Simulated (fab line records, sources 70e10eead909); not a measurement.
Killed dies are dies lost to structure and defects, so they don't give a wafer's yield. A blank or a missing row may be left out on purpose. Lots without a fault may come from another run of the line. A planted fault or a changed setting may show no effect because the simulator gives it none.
Chamber matching | flow nand_harc | NHARC_A_M1_PRE_CLEAN_32 on pecvd-02: 3 sister chambers
The step time 12 s. 3 wafers are shown with their chamber, then 11 later ones without.

WAFERS WITH THEIR CHAMBER
wafer  | chamber | heater_power_w (W)
L088.3 | 1       | 593
L090.5 | 0       | 605
L092.1 | 2       | 764

WAFERS WITHOUT THEIR CHAMBER
wafer  | heater_power_w (W)
L092.2 | 524
L092.6 | 519
L093.1 | 609
L093.5 | 615
L093.6 | 517
L096.1 | 571
L096.2 | 802
L096.4 | 621
L097.1 | 716
L097.4 | 549
L097.6 | 716

WHICH CHAMBER EACH WENT THROUGH
wafer  | from the rows above          | in truth
L092.2 | can't be placed: 1 or 0      | 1
L092.6 | can't be placed: 1 or 0      | 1
L093.1 | can't be placed: 0 or 1      | 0
L093.5 | can't be placed: 0 or 1      | 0
L093.6 | can't be placed: 1 or 0      | 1
L096.1 | can't be placed: 1 or 0      | 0
L096.2 | 2                            | 2
L096.4 | can't be placed: 0 or 1      | 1
L097.1 | can't be placed: 2 or 0 or 1 | 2
L097.4 | can't be placed: 1 or 0      | 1
L097.6 | can't be placed: 2 or 0 or 1 | 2
Placed correctly: 1 of 11. Can't be placed from these rows: 10 (the true chamber is among the candidates in 10). Placed wrongly: 0.
How it was worked out, from the rows above alone: a wafer's distance from a chamber is the root of the sum, over the readings, of the square of ((its reading less the chamber's mean) divided by the reading's scatter). The wafer belongs to the nearest chamber; if the next one is less than 2 further off, it can't be placed. A chamber's mean is the mean of its shown wafers. The scatter: with one shown wafer a chamber, the root of the mean of the squares of how far each hidden wafer lies from its nearest shown one.
